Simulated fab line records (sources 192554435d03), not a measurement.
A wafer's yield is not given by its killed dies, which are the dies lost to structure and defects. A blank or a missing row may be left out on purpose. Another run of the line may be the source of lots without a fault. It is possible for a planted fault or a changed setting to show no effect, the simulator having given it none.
Split-lot study / flow n5Finfet / 21 wafers read from 7 lots, route of 1938 steps

## THE SPLIT
At N5_FIN_SAQP_HM_DEP_03 (deposits SiNx from SiH4/NH3/N2, target thk 38 nm, time 33.6 s), the setting timeS was moved away from the recipe's 33.6 s on 7 of the 21 wafers read, by -14.8% to +7.0%. All remaining wafers had this setting at the recipe value.

## FROM THE SPLIT TO THE READING: what the file shows between them, 16 steps
- N5_FIN_SAQP_THK_MEAS_05
- N5_FIN_SAQP_PECVD_06: deposits a-Si from SiH4/He, target thk 60 nm, time 48.1 s (also split here: timeS)
- N5_FIN_SAQP_THK_MEAS_07
- N5_FIN_SAQP_HM_DEP_72: deposits SiO2 from SiH4/N2O, target thk 12 nm, time 7.2 s
- N5_FIN_SAQP_COAT_49: time 60 s, resist thk 100 nm
- N5_FIN_SAQP_HM_OPEN_73: chemistry CHF3/O2, target SiO2, stops on a-Si, target depth 12 nm, time 16.8 s
- N5_FIN_SAQP_STRIP_74: strips in CHF3/O2
- N5_FIN_SAQP_MANDREL_ETCH_22: etches a-Si in HBr/Cl2, stops on SiNx, target depth 60 nm, bt time 10 s, time 30 s
- N5_FIN_SAQP_STRIP_55: strips in N2/H2
- N5_FIN_SAQP_STRIP_23: strips in SPM, time 750 s
- N5_FIN_SAQP_SPACER2_ALD_28: deposits SiO2, target thk 8.1 nm, pulse time 1 s, purge time 2 s
- N5_FIN_SAQP_SPACER2_ETCHBACK_29: etches SiO2 in CHF3/O2, target depth 12.2 nm, time 6.1 s
- N5_FIN_SAQP_MANDREL2_REMOVE_60: chemistry HBr/Cl2/O2, target a-Si, stops on SiNx, bt time 10 s
- N5_FIN_SAQP_HM_OPEN_33: chemistry CH3F/O2, target SiNx, target depth 49.4 nm, time 70.6 s
- N5_FIN_SAQP_ETCH_34: etches SiO2 in C4F6/O2, target depth 45 nm, time 15 s
- N5_FIN_SAQP_STRIP_77: strips in N2/H2, time 90 s

## THE READING
SiNx_of_FIN_SAQP_HM_DEP_03.thkNm (the simulator's own value, which no gauge read), in nm, at N5_FIN_SAQP_ETCH_64 (etches SiO2 in CF4, target depth 1.5 nm). The file does not state a usual value for it. Average 32.4 nm, standard deviation 0.55 nm, over the 14 wafers here run with the recipe.

wafer=L075.1; tool, chamber at the split=pecvd-03, 1; timeS as run, s=35.48; against the recipe=+5.6%; SiNx_of_FIN_SAQP_HM_DEP_03.thkNm, nm=34.8; against lot-mates on the recipe=+3.2
wafer=L075.3; tool, chamber at the split=pecvd-03, 0; timeS as run, s=33.6; against the recipe=recipe; SiNx_of_FIN_SAQP_HM_DEP_03.thkNm, nm=31.6; against lot-mates on the recipe=-
wafer=L075.5; tool, chamber at the split=pecvd-03, 0; timeS as run, s=35.48; against the recipe=+5.6%; SiNx_of_FIN_SAQP_HM_DEP_03.thkNm, nm=34.4; against lot-mates on the recipe=+2.8
wafer=L081.1; tool, chamber at the split=pecvd-03, 0; timeS as run, s=33.6; against the recipe=recipe; SiNx_of_FIN_SAQP_HM_DEP_03.thkNm, nm=32.2; against lot-mates on the recipe=-
wafer=L081.2; tool, chamber at the split=pecvd-03, 2; timeS as run, s=33.6; against the recipe=recipe; SiNx_of_FIN_SAQP_HM_DEP_03.thkNm, nm=33; against lot-mates on the recipe=-
wafer=L081.5; tool, chamber at the split=pecvd-03, 2; timeS as run, s=33.6; against the recipe=recipe; SiNx_of_FIN_SAQP_HM_DEP_03.thkNm, nm=33.6; against lot-mates on the recipe=-
wafer=L085.1; tool, chamber at the split=pecvd-04, 0; timeS as run, s=33.6; against the recipe=recipe; SiNx_of_FIN_SAQP_HM_DEP_03.thkNm, nm=31.8; against lot-mates on the recipe=-
wafer=L085.2; tool, chamber at the split=pecvd-04, 1; timeS as run, s=33.6; against the recipe=recipe; SiNx_of_FIN_SAQP_HM_DEP_03.thkNm, nm=32.6; against lot-mates on the recipe=-
wafer=L085.5; tool, chamber at the split=pecvd-04, 2; timeS as run, s=33.6; against the recipe=recipe; SiNx_of_FIN_SAQP_HM_DEP_03.thkNm, nm=32; against lot-mates on the recipe=-
wafer=L086.2; tool, chamber at the split=pecvd-04, 0; timeS as run, s=33.6; against the recipe=recipe; SiNx_of_FIN_SAQP_HM_DEP_03.thkNm, nm=32; against lot-mates on the recipe=-
wafer=L086.3; tool, chamber at the split=pecvd-04, 1; timeS as run, s=33.6; against the recipe=recipe; SiNx_of_FIN_SAQP_HM_DEP_03.thkNm, nm=32.2; against lot-mates on the recipe=-
wafer=L086.5; tool, chamber at the split=pecvd-04, 1; timeS as run, s=33.6; against the recipe=recipe; SiNx_of_FIN_SAQP_HM_DEP_03.thkNm, nm=32.6; against lot-mates on the recipe=-
wafer=L090.1; tool, chamber at the split=pecvd-03, 1; timeS as run, s=33.6; against the recipe=recipe; SiNx_of_FIN_SAQP_HM_DEP_03.thkNm, nm=32.4; against lot-mates on the recipe=-
wafer=L090.3; tool, chamber at the split=pecvd-03, 2; timeS as run, s=33.6; against the recipe=recipe; SiNx_of_FIN_SAQP_HM_DEP_03.thkNm, nm=33; against lot-mates on the recipe=-
wafer=L090.5; tool, chamber at the split=pecvd-03, 0; timeS as run, s=28.62; against the recipe=-14.8%; SiNx_of_FIN_SAQP_HM_DEP_03.thkNm, nm=27.6; against lot-mates on the recipe=-5.1
wafer=L093.2; tool, chamber at the split=pecvd-02, 2; timeS as run, s=30.72; against the recipe=-8.6%; SiNx_of_FIN_SAQP_HM_DEP_03.thkNm, nm=28.8; against lot-mates on the recipe=-4.0
wafer=L093.4; tool, chamber at the split=pecvd-02, 0; timeS as run, s=30.72; against the recipe=-8.6%; SiNx_of_FIN_SAQP_HM_DEP_03.thkNm, nm=29.6; against lot-mates on the recipe=-3.2
wafer=L093.6; tool, chamber at the split=pecvd-02, 1; timeS as run, s=33.6; against the recipe=recipe; SiNx_of_FIN_SAQP_HM_DEP_03.thkNm, nm=32.8; against lot-mates on the recipe=-
wafer=L096.1; tool, chamber at the split=pecvd-03, 2; timeS as run, s=33.6; against the recipe=recipe; SiNx_of_FIN_SAQP_HM_DEP_03.thkNm, nm=31.8; against lot-mates on the recipe=-
wafer=L096.2; tool, chamber at the split=pecvd-03, 0; timeS as run, s=35.95; against the recipe=+7.0%; SiNx_of_FIN_SAQP_HM_DEP_03.thkNm, nm=35; against lot-mates on the recipe=+3.2
wafer=L096.3; tool, chamber at the split=pecvd-03, 1; timeS as run, s=35.95; against the recipe=+7.0%; SiNx_of_FIN_SAQP_HM_DEP_03.thkNm, nm=34.4; against lot-mates on the recipe=+2.6

THE FIT
A straight line over all 21 wafers: SiNx_of_FIN_SAQP_HM_DEP_03.thkNm changes by +0.347 nm for each +1% of timeS; r = +0.96; the points scatter about the line by 0.52 nm.
The same after taking each lot's own level away (the mean of its wafers on the recipe; 21 wafers): +0.403 nm for each +1%; r = +0.98; scatter 0.46 nm.
The reading moves by 6 nm for the largest change in timeS, on that fit.
The lots' own levels span 31.60 to 32.93 nm, that is 2.4 times the standard deviation above.
Hence the slope depends on the lot-to-lot level, as the two fits are not the same.
Check: -6.48 nm against its lot-mates is what the line predicts for one of the wafers moved furthest among these (-14.8%) when that wafer is left out of the fit. Against them it came out at -5.1 nm.

## THESE WAFERS: OTHER SPLITS
Other splits were also applied to these wafers ahead of the reading. Each is held against what the fit with the lots' levels taken away leaves over:
other split on the same wafers=N5_ZERO_LAYER_EXPOSE_08 doseMj; wafers away from the commonest value=10; r with SiNx_of_FIN_SAQP_HM_DEP_03.thkNm (lot level and that fit taken away)=-0.05
other split on the same wafers=N5_ZERO_LAYER_DESCUM_16 timeS; wafers away from the commonest value=4; r with SiNx_of_FIN_SAQP_HM_DEP_03.thkNm (lot level and that fit taken away)=+0.35
other split on the same wafers=N5_PMOS_HMC_CHANNEL_EPI_COAT_03 spinRpm; wafers away from the commonest value=7; r with SiNx_of_FIN_SAQP_HM_DEP_03.thkNm (lot level and that fit taken away)=+0.34
other split on the same wafers=N5_FIN_SAQP_PECVD_06 timeS; wafers away from the commonest value=9; r with SiNx_of_FIN_SAQP_HM_DEP_03.thkNm (lot level and that fit taken away)=+0.15

## THE WHOLE CHAIN: every reading that the file lists as answering this split, in the file's order
step=N5_FIN_SAQP_HM_DEP_03; what it does=deposits SiNx from SiH4/NH3/N2, target thk 38 nm, time 33.6 s; reading=SiNx_of_FIN_SAQP_HM_DEP_03.thkNm (the simulator's own value, which no gauge read); change (the file's fit)=+0.388 nm for each +1% of the setting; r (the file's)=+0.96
step=N5_FIN_SAQP_THK_MEAS_05; what it does=; reading=thkNm; change (the file's fit)=withheld for each +1% of the setting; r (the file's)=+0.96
step=N5_FIN_SAQP_MANDREL2_REMOVE_60; what it does=chemistry HBr/Cl2/O2, target a-Si, stops on SiNx, bt time 10 s; reading=SiNx_of_FIN_SAQP_HM_DEP_03.thkNm (the simulator's own value, which no gauge read); change (the file's fit)=+0.395 nm for each +1% of the setting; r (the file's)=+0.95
step=N5_FIN_SAQP_HM_OPEN_33; what it does=chemistry CH3F/O2, target SiNx, target depth 49.4 nm, time 70.6 s; reading=etch.depthNm (the simulator's own value, which no gauge read); change (the file's fit)=+0.387 nm for each +1% of the setting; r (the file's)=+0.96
step=N5_FIN_SAQP_ETCH_64; what it does=etches SiO2 in CF4, target depth 1.5 nm; reading=SiNx_of_FIN_SAQP_HM_DEP_03.thkNm (the simulator's own value, which no gauge read); change (the file's fit)=+0.384 nm for each +1% of the setting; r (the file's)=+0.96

## FILE'S OWN FIT
SiNx_of_FIN_SAQP_HM_DEP_03.thkNm changes by +0.384 nm for each +1% of timeS, r = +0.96.
